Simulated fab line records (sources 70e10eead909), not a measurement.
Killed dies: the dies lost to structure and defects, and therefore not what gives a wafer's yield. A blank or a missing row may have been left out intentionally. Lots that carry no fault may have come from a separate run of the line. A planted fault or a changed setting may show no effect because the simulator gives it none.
What tool caused it? ; flow nand_harc ; 72 wafers from 24 lots sampled at 2 of the route's 1159 steps

WHAT THE GAUGES READ, wafer by wafer
NHARC_P_STI_INSPECT_25.
lot;measured;on;raw_defect_count
L074;day 3 12:03;defect_inspect-02;268 137 192
L075;day 4 01:23;defect_inspect-01;157 125 131
L076;day 4 01:23;defect_inspect-02;171 152 189
L077;day 4 13:50;defect_inspect-02;315 181 114
L078;day 4 18:28;defect_inspect-02;263 218 242
L079;day 4 18:28;defect_inspect-01;441 293 289
L080;day 5 06:22;defect_inspect-02;171 127 144
L081;day 5 12:58;defect_inspect-02;279 290 346
L082;day 5 12:58;defect_inspect-01;217 405 312
L083;day 5 20:21;defect_inspect-01;205 142 108
L084;day 6 05:19;defect_inspect-01;253 303 253
L085;day 6 21:55;defect_inspect-01;225 210 206
L086;day 6 21:54;defect_inspect-02;186 91 108
L087;day 6 21:54;defect_inspect-01;225 335 378
L088;day 7 05:53;defect_inspect-01;156 162 195
L089;day 7 05:54;defect_inspect-02;260 200 316
L090;day 7 16:57;defect_inspect-02;176 98 135
L091;day 7 16:57;defect_inspect-01;248 170 176
L092;day 8 06:44;defect_inspect-01;221 187 224
L093;day 8 18:13;defect_inspect-02;323 385 423
L094;day 8 18:13;defect_inspect-01;204 196 98
L095;day 9 00:02;defect_inspect-01;158 226 210
L096;day 9 06:32;defect_inspect-01;350 204 205
L097;day 9 06:33;defect_inspect-02;178 137 225

WHAT TOOL EACH LOT RAN ON (gives the tool, then ch and the chambers of the sampled wafers, and finally the start)
lot;NHARC_P_ZERO_WELL_DESCUM_54
L074;rie_diel-03 ch 1,3, day 1 17:59
L075;rie_diel-03 ch 0,3, day 2 00:05
L076;rie_diel-11 ch 1,2,3, day 2 05:40
L077;rie_diel-11 ch 0,1,2, day 2 11:58
L078;rie_diel-11 ch 1,2, day 2 18:04
L079;rie_diel-11 ch 0,2,3, day 3 00:05
L080;rie_diel-03 ch 0,2,3, day 3 06:08
L081;rie_diel-11 ch 2,3, day 3 11:56
L082;rie_diel-03 ch 2,3, day 3 17:47
L083;rie_diel-11 ch 1,3, day 3 23:55
L084;rie_diel-03 ch 0,1,3, day 4 05:56
L085;rie_diel-10 ch 0,1,2, day 4 11:51
L086;rie_diel-03 ch 0,2, day 4 18:03
L087;rie_diel-11 ch 1,2,3, day 4 23:48
L088;rie_diel-10 ch 1,2, day 5 05:49
L089;rie_diel-10 ch 1,2, day 5 12:04
L090;rie_diel-11 ch 0,3, day 5 17:39
L091;rie_diel-11 ch 0,2, day 5 23:57
L092;rie_diel-03 ch 1,3, day 6 06:11
L093;rie_diel-10 ch 0,3, day 6 12:10
L094;rie_diel-03 ch 1,2,3, day 6 17:50
L095;rie_diel-10 ch 0,1,2, day 7 00:04
L096;rie_diel-11 ch 0,2, day 7 05:56
L097;rie_diel-10 ch 1,2,3, day 7 11:50
- NHARC_P_ZERO_WELL_DESCUM_54: chemistry O2, time 3 s.

AS READ BY THE TOOLS THEMSELVES (means over the sampled wafers that have a number; for cases with no such wafer, the mark the record gives instead)
NHARC_P_ZERO_WELL_DESCUM_54.
lot;tool;drypump_motor_current_A (A);mfc_ar_sccm (sccm);oes_product_au (a.u.);rf_vpp_V (V);showerhead_plenum_p_Torr (Torr);throttle_valve_pct (%)
L074;rie_diel-03;6.3;0.000;1.006;57.7;1.86;11.308
L075;rie_diel-03;5.9;0.015;1.009;59.1;2.01;11.316
L076;rie_diel-11;6.3;0.003;0.988;57.6;1.97;11.310
L077;rie_diel-11;5.7;0.007;0.993;58.0;1.99;11.317
L078;rie_diel-11;6.0;0.003;1.000;57.8;1.98;11.308
L079;rie_diel-11;6.0;0.007;1.000;57.6;1.99;11.314
L080;rie_diel-03;5.8;0.017;1.012;59.0;1.97;11.309
L081;rie_diel-11;6.5;0.006;1.002;58.4;1.96;11.315
L082;rie_diel-03;6.0;0.009;0.997;57.5;1.91;11.309
L083;rie_diel-11;6.3;0.000;0.986;57.6;1.98;11.323
L084;rie_diel-03;6.0;0.008;1.011;57.5;1.92;11.313
L085;rie_diel-10;5.6;0.004;0.998;58.1;1.84;11.311
L086;rie_diel-03;5.5;0.024;1.011;58.0;2.04;11.313
L087;rie_diel-11;6.3;0.003;1.000;58.8;1.97;11.311
L088;rie_diel-10;5.6;0.004;0.978;58.2;1.84;11.313
L089;rie_diel-10;5.6;0.004;0.984;57.5;1.84;11.318
L090;rie_diel-11;5.4;0.009;0.991;58.3;2.02;11.322
L091;rie_diel-11;5.4;0.012;1.001;58.0;2.01;11.309
L092;rie_diel-03;6.2;0.000;1.000;56.9;1.84;11.309
L093;rie_diel-10;5.3;0.000;0.997;58.0;1.99;11.308
L094;rie_diel-03;5.9;0.009;0.998;58.1;1.89;11.317
L095;rie_diel-10;5.6;0.004;0.996;57.5;1.84;11.305
L096;rie_diel-11;5.9;0.010;0.990;58.0;1.98;11.309
L097;rie_diel-10;5.3;0.004;0.995;57.9;1.91;11.312

THE ANSWER, worked out from the rows above alone
Rule: what is usual is taken from the lots themselves. The widest of any qualifying gaps counts: lots, ordered by their means at a reading, are off when they make up no more than a third of the lots, leave a main group of 4 or more, and stand apart from it by 3 or more times the standard deviation of that group's means. If all means in a main group match to the digits the tables above print for the reading, that group is not used. A lot without any number at a reading at which 4 lots or more have one is off too. The other lots that the step has rows for count as sound. After the gauges, taken in route order, come the tools' own readings; for these a lot's mean is taken, as printed above. The first step at which some lot is off is used, and at that step the reading that is off furthest; a lot without a number counts as furthest.
Nothing can be told from this: no lot is off at any reading shown.

WHAT THE SIMULATOR PUT IN
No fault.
